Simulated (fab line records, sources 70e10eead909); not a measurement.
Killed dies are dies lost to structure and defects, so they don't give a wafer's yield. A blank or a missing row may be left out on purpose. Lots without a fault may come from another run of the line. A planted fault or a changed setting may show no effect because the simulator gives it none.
fab line records | flow nand_harc
record lots=24 wafers=72 last_day=33
route steps=1302 shown A_WL_FILL@965 A_CONTACT@1008
lots that met no fault: from a run of the same line without faults
start_h: hours from the record's first day to the start of the lot's first wafer shown | wait_h: hours since the lot's step before | " the same as in the row above | L1.1+2: a row that stands for several wafers | - no value, or no start given | * or withheld: withheld | < > ~ a bound
route shown NAME@n: a module of which the file shows steps, and the number in the route of the first | usual: mean/standard deviation of fault-free wafers | same: alike in all rows | chamber/n: place in a boat | sites: the reading at each site | _std_site: their standard deviation | _edge_site: outer sites' mean less inner sites' | radius_mm: how far each site lies from the wafer's centre | mask NAME#n: copy n | behind: the tool/chamber that last shaped the wafer | hold: why the lot was held/for how many hours/how that ended | device: the transistor (n, p or np) that didn't switch | end of line: the same wafers' tests at the end of the route | a step without rows: its recipe alone | killed: dies lost to structure and defects at the first sort, not the wafer's yield | map: a wafer's dies, x killed, . not, _ none there
set.NAME: the setting as run; set.NAME@STEP: as run at that earlier step | model.NAME: the simulator's own value behind a step, which no gauge read
steps of the route over a sample of lots; a table a step, a row a wafer
services: from which hour (start_h, from the record's first day; less than 0 if before it) a tool's chamber was out of use, for how many hours, and why
## steps
# step NHARC_A_WL_FILL_ALD_10
# recipe target_thk_a=500 pulse_time_s=10 ald_cycles=500 temp_c=300 material=SiO2
# usual heater_power_w=486/60 precursor_pulse_height_rel=0.999/0.02
# columns lot.wafer tool chamber start_h wait_h heater_power_w precursor_pulse_height_rel
L074.3 ald_hk-04 1 480.42 0.1 477 0.993
L074.4 " 2 " " 472 0.976
L074.2 " 0 481.95 1.6 460 1.031
L076.1 ald_hk-01 2 481.46 1.1 459 1.016
L076.3 " 3 " " 446 1.027
L076.5 " 1 483.02 2.7 553 1.010
L075.4 ald_hk-04 1 485.94 0.1 480 0.993
L075.1 " 3 486.99 1.1 351 1.017
L075.2 " 0 " " 467 1.022
L077.4 ald_hk-04 2 517.60 0.6 465 1.007
L077.3 " 3 " " 364 0.956
L077.1 " 0 " " 454 0.984
L079.3 ald_hk-03 0 518.09 1.1 523 0.996
L079.4 " 1 " " 631 1.021
L079.6 " 2 " " 500 0.980
L078.1 ald_hk-03 3 520.87 0.6 458 1.024
L078.3 " 1 521.91 1.6 619 0.991
L078.6 " 3 522.94 2.6 468 0.976
L080.4 ald_hk-01 1 534.50 0.1 577 0.994
L080.2 " 2 " " 498 0.998
L080.5 " 2 537.08 2.6 501 1.011
L081.1 ald_hk-01 2 557.13 0.1 495 0.995
L081.3 " 3 " " 443 1.004
L081.4 " 0 " " 532 0.987
L082.1 ald_hk-01 0 560.20 0.1 531 0.997
L082.2 " 3 561.74 1.6 444 0.990
L082.5 " 0 " " 548 1.016
L083.4 ald_hk-04 0 565.12 0.1 455 1.015
L083.2 " 3 566.69 1.6 357 1.041
L083.5 " 0 " " 461 0.979
L084.4 ald_hk-01 3 565.63 0.6 442 1.032
L084.3 " 0 " " 547 1.000
L084.1 " 1 " " 572 1.003
L085.4 ald_hk-01 2 576.96 0.1 492 1.023
L085.6 " 2 579.03 2.1 505 0.982
L085.5 " 3 " " 451 0.986
L086.4 ald_hk-03 1 581.57 0.6 570 1.011
L086.1 " 2 " " 475 0.974
L086.2 " 3 " " 472 0.997
L089.3 ald_hk-03 1 607.76 0.6 575 1.029
L089.5 " 0 609.29 2.1 512 0.995
L089.6 " 1 " " 576 0.987
L088.3 ald_hk-04 1 608.78 1.6 478 0.991
L088.6 " 2 " " 484 0.976
L088.5 " 3 " " 348 1.002
L087.3 ald_hk-01 3 617.45 2.0 441 0.988
L087.1 " 1 618.50 3.0 571 0.973
L087.6 " 3 619.55 4.1 431 1.006
L091.3 ald_hk-04 3 642.98 0.1 330 0.999
L091.1 " 0 " " 459 0.994
L091.5 " 0 645.52 2.6 477 1.023
L092.4 ald_hk-01 2 647.34 0.1 509 1.011
L092.2 " 1 648.90 1.6 586 0.999
L092.6 " 2 " " 509 1.003
L090.4 ald_hk-04 2 648.37 1.1 477 1.031
L090.5 " 0 649.40 2.1 475 1.004
L090.6 " 1 " " 488 0.991
L093.3 ald_hk-03 3 659.73 0.1 454 0.980
L093.6 " 3 661.78 2.1 464 0.992
L093.5 " 0 " " 512 0.998
L097.3 ald_hk-03 0 690.74 0.0 518 0.954
L097.4 " 1 " " 595 0.998
L097.2 " 2 " " 494 0.999
L094.3 ald_hk-03 3 695.01 0.0 462 0.994
L094.1 " 1 696.05 1.1 586 0.956
L094.4 " 2 " " 485 0.993
L095.1 ald_hk-04 2 695.11 0.1 452 1.013
L095.3 " 0 696.12 1.2 459 0.985
L095.5 " 2 697.14 2.2 448 1.024
L096.2 ald_hk-04 0 698.83 0.1 466 0.995
L096.1 " 3 700.38 1.6 344 1.018
L096.5 " 0 " " 466 0.963
# step NHARC_A_CONTACT_ETCH_114
# recipe source_w=withheld pressure_mtorr=20 bias_v=3000 time_s=190 target_depth_a=18500 ar_flow_sccm=withheld c4f8_flow_sccm=withheld o2_flow_sccm=withheld chemistry=C4F8/O2/Ar
# columns lot.wafer tool chamber start_h wait_h rf_hours_counter_h
L076.1 har_cap_etch-02 0 501.57 0.1 84
L076.3 " 1 " " -
L076.5 " 0 " " -
L074.2 har_cap_etch-03 1 502.98 0.1 41
L074.3 " 1 " " -
L074.4 " 0 " " -
L075.1 har_cap_etch-02 0 505.54 0.1 86
L075.2 " 1 " " 86
L075.4 " 1 " " -
L077.1 har_cap_etch-02 1 536.44 0.1 91
L077.3 " 0 " " -
L077.4 " 1 " " -
L079.3 har_cap_etch-03 0 536.65 0.1 -
L079.4 " 1 " " -
L079.6 " 0 " " -
L078.1 har_cap_etch-01 1 540.65 0.1 4
L078.3 " 0 " " -
L078.6 " 1 " " -
L080.2 har_cap_etch-03 0 557.30 0.1 52
L080.4 " 0 " " -
L080.5 " 1 " " -
L081.1 har_cap_etch-02 1 576.82 0.2 98
L081.4 " 0 " " -
L081.3 " 1 " " -
L082.2 har_cap_etch-01 1 580.65 0.1 11
L082.1 " 0 " " 11
L082.5 " 0 " " -
L083.2 har_cap_etch-03 0 584.34 0.1 55
L083.4 " 0 " " -
L083.5 " 1 " " -
L084.1 har_cap_etch-02 0 585.17 0.1 100
L084.3 " 0 " " -
L084.4 " 1 " " -
L085.4 har_cap_etch-02 1 602.76 0.1 -
L085.6 " 0 " " -
L085.5 " 1 " " -
L086.2 har_cap_etch-01 1 603.42 0.1 17
L086.1 " 0 " " 17
L086.4 " 0 " " -
L088.3 har_cap_etch-02 0 629.70 0.1 -
L088.5 " 1 " " -
L088.6 " 0 " " -
L089.3 har_cap_etch-01 1 631.20 0.1 -
L089.6 " 1 " " -
L089.5 " 0 " " -
L087.1 har_cap_etch-03 0 636.37 0.1 65
L087.3 " 0 " " -
L087.6 " 1 " " -
L091.1 har_cap_etch-02 0 662.35 0.1 115
L091.3 " 0 " " -
L091.5 " 0 " " -
L092.2 har_cap_etch-01 0 666.75 0.1 27
L092.4 " 1 " " -
L092.6 " 0 " " -
L090.4 har_cap_etch-03 0 667.11 0.1 -
L090.5 " 0 " " -
L090.6 " 1 " " -
L093.3 har_cap_etch-01 1 687.48 0.1 -
L093.5 " 0 " " -
L093.6 " 1 " " -
L097.2 har_cap_etch-02 0 710.12 0.1 122
L097.3 " 1 " " -
L097.4 " 0 " " -
L094.1 har_cap_etch-01 0 718.37 0.1 35
L094.3 " 0 " " -
L094.4 " 1 " " -
L095.1 har_cap_etch-03 1 719.11 0.1 77
L095.3 " 1 " " -
L095.5 " 1 " " -
L096.1 har_cap_etch-02 1 723.23 0.1 124
L096.2 " 0 " " 124
L096.5 " 0 " " -
# step NHARC_A_CONTACT_ETCH_115
# recipe source_w=withheld pressure_mtorr=20 bias_v=3000 time_s=190 target_depth_a=18500 ar_flow_sccm=withheld c4f8_flow_sccm=withheld o2_flow_sccm=withheld chemistry=C4F8/O2/Ar
# columns lot.wafer tool chamber start_h wait_h rf_hours_counter_h
L076.1 har_cap_etch-02 0 501.74 0.1 84
L076.3 " 1 " " -
L076.5 " 0 " " -
L074.2 har_cap_etch-03 1 503.15 0.1 41
L074.3 " 1 " " -
L074.4 " 0 " " -
L075.1 har_cap_etch-02 0 505.71 0.1 86
L075.2 " 1 " " 86
L075.4 " 1 " " -
L077.1 har_cap_etch-02 1 536.61 0.1 92
L077.3 " 0 " " -
L077.4 " 1 " " -
L079.3 har_cap_etch-03 0 536.82 0.1 -
L079.4 " 1 " " -
L079.6 " 0 " " -
L078.1 har_cap_etch-01 1 540.82 0.1 4
L078.3 " 0 " " -
L078.6 " 1 " " -
L080.2 har_cap_etch-03 0 557.47 0.1 52
L080.4 " 0 " " -
L080.5 " 1 " " -
L081.1 har_cap_etch-02 1 577.05 0.2 98
L081.4 " 0 " " -
L081.3 " 1 " " -
L082.2 har_cap_etch-01 1 580.82 0.1 11
L082.1 " 0 " " 11
L082.5 " 0 " " -
L083.2 har_cap_etch-03 0 584.51 0.1 55
L083.4 " 0 " " -
L083.5 " 1 " " -
L084.1 har_cap_etch-02 0 585.34 0.1 101
L084.3 " 0 " " -
L084.4 " 1 " " -
L085.4 har_cap_etch-02 1 602.93 0.1 -
L085.6 " 0 " " -
L085.5 " 1 " " -
L086.2 har_cap_etch-01 1 603.59 0.1 17
L086.1 " 0 " " 17
L086.4 " 0 " " -
L088.3 har_cap_etch-02 0 629.87 0.1 -
L088.5 " 1 " " -
L088.6 " 0 " " -
L089.3 har_cap_etch-01 1 631.37 0.1 -
L089.6 " 1 " " -
L089.5 " 0 " " -
L087.1 har_cap_etch-03 0 636.54 0.1 65
L087.3 " 0 " " -
L087.6 " 1 " " -
L091.1 har_cap_etch-02 0 662.52 0.1 115
L091.3 " 0 " " -
L091.5 " 0 " " -
L092.2 har_cap_etch-01 0 666.92 0.1 27
L092.4 " 1 " " -
L092.6 " 0 " " -
L090.4 har_cap_etch-03 0 667.28 0.1 -
L090.5 " 0 " " -
L090.6 " 1 " " -
L093.3 har_cap_etch-01 1 687.65 0.1 -
L093.5 " 0 " " -
L093.6 " 1 " " -
L097.2 har_cap_etch-02 0 710.30 0.1 122
L097.3 " 1 " " -
L097.4 " 0 " " -
L094.1 har_cap_etch-01 0 718.54 0.1 35
L094.3 " 0 " " -
L094.4 " 1 " " -
L095.1 har_cap_etch-03 1 719.28 0.1 77
L095.3 " 1 " " -
L095.5 " 1 " " -
L096.1 har_cap_etch-02 1 723.40 0.1 124
L096.2 " 0 " " 124
L096.5 " 0 " " -
# step NHARC_A_CONTACT_ETCH_122
# recipe source_w=withheld pressure_mtorr=20 bias_v=3000 time_s=190 target_depth_a=18500 ar_flow_sccm=withheld c4f8_flow_sccm=withheld o2_flow_sccm=withheld chemistry=C4F8/O2/Ar
# columns lot.wafer tool chamber start_h wait_h rf_hours_counter_h
L076.1 har_cap_etch-02 0 502.93 0.1 85
L076.3 " 1 " " -
L076.5 " 0 " " -
L074.2 har_cap_etch-03 1 504.35 0.1 42
L074.3 " 1 " " -
L074.4 " 0 " " -
L075.1 har_cap_etch-02 0 506.91 0.1 87
L075.2 " 1 " " 87
L075.4 " 1 " " -
L077.1 har_cap_etch-02 1 537.81 0.1 93
L077.3 " 0 " " -
L077.4 " 1 " " -
L079.3 har_cap_etch-03 0 538.01 0.1 -
L079.4 " 1 " " -
L079.6 " 0 " " -
L078.1 har_cap_etch-01 1 542.02 0.1 5
L078.3 " 0 " " -
L078.6 " 1 " " -
L080.2 har_cap_etch-03 0 558.68 0.1 53
L080.4 " 0 " " -
L080.5 " 1 " " -
L081.1 har_cap_etch-02 1 578.65 0.2 99
L081.4 " 0 " " -
L081.3 " 1 " " -
L082.2 har_cap_etch-01 1 582.02 0.1 12
L082.1 " 0 " " 12
L082.5 " 0 " " -
L083.2 har_cap_etch-03 0 585.70 0.1 57
L083.4 " 0 " " -
L083.5 " 1 " " -
L084.1 har_cap_etch-02 0 586.54 0.1 102
L084.3 " 0 " " -
L084.4 " 1 " " -
L085.4 har_cap_etch-02 1 604.12 0.1 -
L085.6 " 0 " " -
L085.5 " 1 " " -
L086.2 har_cap_etch-01 1 604.78 0.1 18
L086.1 " 0 " " 18
L086.4 " 0 " " -
L088.3 har_cap_etch-02 0 631.07 0.1 -
L088.5 " 1 " " -
L088.6 " 0 " " -
L089.3 har_cap_etch-01 1 632.57 0.1 -
L089.6 " 1 " " -
L089.5 " 0 " " -
L087.1 har_cap_etch-03 0 637.73 0.1 66
L087.3 " 0 " " -
L087.6 " 1 " " -
L091.1 har_cap_etch-02 0 663.71 0.1 117
L091.3 " 0 " " -
L091.5 " 0 " " -
L092.2 har_cap_etch-01 0 668.12 0.1 28
L092.4 " 1 " " -
L092.6 " 0 " " -
L090.4 har_cap_etch-03 0 668.47 0.1 -
L090.5 " 0 " " -
L090.6 " 1 " " -
L093.3 har_cap_etch-01 1 688.85 0.1 -
L093.5 " 0 " " -
L093.6 " 1 " " -
L097.2 har_cap_etch-02 0 711.49 0.1 123
L097.3 " 1 " " -
L097.4 " 0 " " -
L094.1 har_cap_etch-01 0 719.73 0.1 36
L094.3 " 0 " " -
L094.4 " 1 " " -
L095.1 har_cap_etch-03 1 720.48 0.1 79
L095.3 " 1 " " -
L095.5 " 1 " " -
L096.1 har_cap_etch-02 1 724.60 0.1 126
L096.2 " 0 " " 126
L096.5 " 0 " " -
# step NHARC_A_CONTACT_CD_MEAS_53
# usual cd_nm=289.5/0.72
# columns lot.wafer tool chamber start_h wait_h cd_nm
L076.1 cd_sem-01 - 504.29 - 290.6
L076.3 " - " " 289.6
L076.5 " - " " 289.7
L074.2 cd_sem-03 - 505.72 - 289.3
L074.3 " - " " 289.1
L074.4 " - " " 288.8
L075.1 cd_sem-01 - 508.27 - 289.5
L075.2 " - " " 289.1
L075.4 " - " " 288.7
L077.1 cd_sem-03 - 539.14 - 288.2
L077.3 " - " " 289.8
L077.4 " - " " 291.2
L079.3 cd_sem-02 - 539.36 - 289.9
L079.4 " - " " 288.9
L079.6 " - " " 289.5
L078.1 cd_sem-01 - 543.38 - 290.0
L078.3 " - " " 288.2
L078.6 " - " " 289.4
L080.2 cd_sem-01 - 560.02 - 289.8
L080.4 " - " " 289.8
L080.5 " - " " 289.9
L081.1 cd_sem-02 - 580.21 - 289.7
L081.3 " - " " 289.2
L081.4 " - " " 289.6
L082.1 cd_sem-01 - 583.38 - 287.3
L082.2 " - " " 288.6
L082.5 " - " " 287.9
L083.2 cd_sem-01 - 587.07 - 289.7
L083.4 " - " " 289.4
L083.5 " - " " 289.6
L084.1 cd_sem-03 - 587.94 - 290.0
L084.3 " - " " 290.2
L084.4 " - " " 290.4
L085.4 cd_sem-03 - 605.42 - 289.7
L085.5 " - " " 288.6
L085.6 " - " " 288.9
L086.1 cd_sem-03 - 606.60 - 289.0
L086.2 " - " " 288.4
L086.4 " - " " 289.1
L088.3 cd_sem-01 - 632.39 - 290.1
L088.5 " - " " 289.0
L088.6 " - " " 290.1
L089.3 cd_sem-01 - 633.91 - 289.5
L089.5 " - " " 288.9
L089.6 " - " " 289.6
L087.1 cd_sem-01 - 639.10 - 288.8
L087.3 " - " " 288.3
L087.6 " - " " 288.8
L091.1 cd_sem-02 - 665.06 - 289.8
L091.3 " - " " 289.2
L091.5 " - " " 290.3
L092.2 cd_sem-03 - 669.48 - 290.1
L092.4 " - " " 290.0
L092.6 " - " " 289.7
L090.4 cd_sem-02 - 669.78 - 289.2
L090.5 " - " " 289.7
L090.6 " - " " 289.8
L093.3 cd_sem-03 - 690.13 - 290.8
L093.5 " - " " 290.7
L093.6 " - " " 290.6
L097.2 cd_sem-02 - 712.83 - 290.2
L097.3 " - " " 289.6
L097.4 " - " " 289.6
L094.1 cd_sem-03 - 721.10 - 290.5
L094.3 " - " " 289.1
L094.4 " - " " 290.7
L095.1 cd_sem-02 - 721.86 - 289.3
L095.3 " - " " 288.1
L095.5 " - " " 288.6
L096.1 cd_sem-03 - 726.08 - 289.1
L096.2 " - " " 290.1
L096.5 " - " " 289.4
# step NHARC_A_CONTACT_ETCH_76
# recipe target_depth_a=2600 over_etch_frac=0.3 time_s=475.3 ion_energy_ev=200 n2_flow_sccm=150 h2_flow_sccm=150 ar_flow_sccm=0 rf_w=400 bias_w=150 chemistry=N2/H2
# usual drypump_motor_current_A=5.7/0.52 mfc_ar_sccm=0.008/0.01 oes_product_au=1.002/0.01 rf_vpp_V=430.5/2.2 showerhead_plenum_p_Torr=2.04/0.076 throttle_valve_pct=14.170/0.0083
# columns lot.wafer tool chamber start_h wait_h drypump_motor_current_A mfc_ar_sccm oes_product_au rf_hours_counter_h rf_vpp_V showerhead_plenum_p_Torr throttle_valve_pct
L076.3 rie_diel-08 2 - - 6.2 0 1.003 27 432.0 2.13 14.158
L076.1 " 3 " " 5.2 0 1.001 24 432.9 2.14 14.179
L076.5 " 1 " " 6.2 0.028 1.000 - 428.4 1.95 14.159
L074.2 rie_diel-09 2 - - 6.5 0.023 1.010 2 428.7 1.96 14.163
L074.4 " 3 " " 5.0 0 1.011 3 427.4 1.96 14.172
L074.3 " 0 " " 5.2 0.016 1.015 3 427.9 1.99 14.179
L075.1 rie_diel-08 2 - - 6.2 0 0.990 28 432.1 2.13 14.166
L075.2 " 3 " " 5.2 0 0.998 24 433.4 2.14 14.166
L075.4 " 0 " " 5.8 0 1.012 26 428.3 1.95 14.191
L077.1 rie_diel-13 2 - - 6.3 0.001 1.011 6 431.3 2.06 14.168
L077.3 " 0 " " 5.6 0.021 0.990 4 430.7 2.01 14.168
L077.4 " 1 " " 5.0 0.015 0.974 4 432.7 2.05 14.166
L079.3 rie_diel-09 0 - - 5.1 0.016 1.030 19 430.2 1.98 14.186
L079.4 " 3 " " 5.0 0 1.005 19 429.4 1.95 14.174
L079.6 " 0 " " 5.1 0.016 1.020 - 428.7 1.98 14.167
L078.1 rie_diel-13 3 - - 5.3 0.004 1.007 7 430.9 2.10 14.150
L078.3 " 0 " " 5.6 0.021 0.987 6 429.7 2.01 14.159
L078.6 " 3 " " 5.3 0.004 1.012 - 432.2 2.10 14.180
L080.2 rie_diel-08 3 - - 5.3 0 1.009 1 433.8 2.14 14.169
L080.4 " 0 " " 5.8 0 1.020 1 427.8 1.95 14.168
L080.5 " 3 " " 5.3 0 0.995 - 433.7 2.14 14.177
L081.4 rie_diel-08 2 - - 6.2 0 0.991 5 432.1 2.13 14.177
L081.3 " 3 " " 5.3 0 1.009 5 433.5 2.14 14.168
L081.1 " 0 " " 5.7 0 1.017 5 426.7 1.95 14.169
L082.2 rie_diel-08 2 - - 6.2 0 0.987 6 433.0 2.13 14.166
L082.1 " 3 " " 5.2 0 1.007 6 432.5 2.14 14.162
L082.5 " 1 " " 6.2 0.028 1.002 - 429.5 1.95 14.178
L083.2 rie_diel-08 2 - - 6.2 0 0.996 7 432.2 2.12 14.172
L083.4 " 1 " " 6.2 0.028 1.010 7 428.4 1.95 14.180
L083.5 " 2 " " 6.2 0 0.996 - 433.0 2.13 14.179
L084.3 rie_diel-09 0 - - 5.1 0.016 1.005 36 427.6 1.97 14.170
L084.4 " 1 " " 6.5 0 1.015 36 433.4 2.15 14.175
L084.1 " 2 " " 6.5 0.023 1.018 32 428.6 1.95 14.165
L085.4 rie_diel-13 2 - - 6.3 0.001 1.007 25 432.5 2.05 14.182
L085.5 " 0 " " 5.6 0.021 1.001 - 430.0 2.00 14.171
L085.6 " 1 " " 5.0 0.015 0.985 - 431.6 2.05 14.178
L086.2 rie_diel-08 2 - - 6.2 0 0.996 9 432.8 2.12 14.169
L086.1 " 3 " " 5.2 0 0.999 11 433.8 2.13 14.158
L086.4 " 1 " " 6.2 0.028 1.008 10 427.8 1.95 14.174
L088.3 rie_diel-08 0 - - 5.7 0 1.014 14 428.8 1.95 14.168
L088.5 " 0 " " 5.7 0 0.999 - 428.3 1.95 14.171
L088.6 " 2 " " 6.2 0 0.993 - 432.7 2.12 14.158
L089.3 rie_diel-09 3 - - 5.0 0 0.999 49 428.5 1.94 14.168
L089.5 " 3 " " 5.0 0 0.986 - 427.5 1.94 14.160
L089.6 " 0 " " 5.2 0.016 0.993 - 427.5 1.97 14.182
L087.1 rie_diel-13 1 - - 5.0 0.015 0.984 35 431.1 2.04 14.160
L087.3 " 2 " " 6.3 0.001 1.015 33 431.1 2.05 14.161
L087.6 " 1 " " 5.0 0.015 0.983 - 430.5 2.04 14.171
L091.1 rie_diel-08 1 - - 6.2 0.028 0.987 16 427.5 1.95 14.174
L091.3 " 3 " " 5.3 0 1.006 20 433.2 2.13 14.181
L091.5 " 2 " " 6.2 0 0.994 - 432.8 2.12 14.163
L092.2 rie_diel-08 1 - - 6.2 0.028 1.012 17 427.6 1.95 14.182
L092.4 " 2 " " 6.2 0 1.014 18 432.5 2.12 14.195
L092.6 " 0 " " 5.8 0 0.998 - 428.0 1.95 14.163
L090.5 rie_diel-13 0 - - 5.6 0.021 0.990 - 429.7 2.00 14.163
L090.6 " 1 " " 5.0 0.015 0.982 - 430.9 2.04 14.163
L090.4 " 2 " " 6.4 0.001 1.002 - 431.4 2.04 14.160
L093.3 rie_diel-08 3 - - 5.3 0 1.012 24 431.6 2.13 14.177
L093.5 " 3 " " 5.2 0 1.019 - 433.0 2.13 14.173
L093.6 " 0 " " 5.8 0 1.008 - 427.9 1.94 14.171
L097.2 rie_diel-13 0 - - 5.6 0.021 0.988 4 429.3 1.99 14.167
L097.4 " 1 " " 5.0 0.015 1.008 3 429.7 2.03 14.174
L097.3 " 2 " " 6.4 0.001 0.999 3 428.9 2.04 14.175
L094.3 rie_diel-09 2 - - 6.5 0.023 1.007 16 427.1 1.94 14.165
L094.1 " 3 " " 5.0 0 0.999 15 428.1 1.93 14.164
L094.4 " 1 " " 6.5 0 1.007 14 432.5 2.13 14.175
L095.3 rie_diel-13 1 - - 5.0 0.015 1.006 5 429.1 2.03 14.165
L095.1 " 2 " " 6.3 0.001 1.010 5 430.3 2.04 14.169
L095.5 " 0 " " 5.6 0.021 0.995 - 430.1 1.99 14.185
L096.1 rie_diel-13 3 - - 5.3 0.004 0.998 7 430.9 2.08 14.173
L096.2 " 0 " " 5.6 0.021 0.989 7 429.4 1.99 14.162
L096.5 " 2 " " 6.4 0.001 0.998 - 430.5 2.04 14.174
## services
# columns tool chamber start_h hours kind
rie_diel-13 2 458.66 13.8 repair
rie_diel-08 3 465.45 7.3 repair
rie_diel-09 3 489.26 9.1 repair
rie_diel-08 1 494.29 8.3 repair
har_cap_etch-01 - 497.00 17.0 pm
har_cap_etch-01 0 497.00 17.0 vent_cycle
rie_diel-09 - 497.16 9.0 pm
rie_diel-08 - 544.80 9.0 pm
ald_hk-04 - 551.49 1.9 repair
ald_hk-03 - 568.53 10.0 pm
rie_diel-09 2 577.28 8.8 repair
rie_diel-08 2 599.04 6.1 repair
har_cap_etch-03 - 611.96 0.3 repair
ald_hk-04 - 615.30 10.0 pm
rie_diel-08 1 631.41 7.6 repair
har_cap_etch-02 - 634.77 0.6 repair
ald_hk-01 - 661.54 10.0 pm
rie_diel-09 - 671.61 1.7 repair
rie_diel-09 - 674.19 9.0 pm
rie_diel-13 3 677.78 3.1 repair
rie_diel-13 - 697.04 9.0 pm
rie_diel-08 3 700.23 8.9 repair
ald_hk-03 - 705.21 4.4 repair
har_cap_etch-01 - 721.64 1.0 repair
## key
fault none
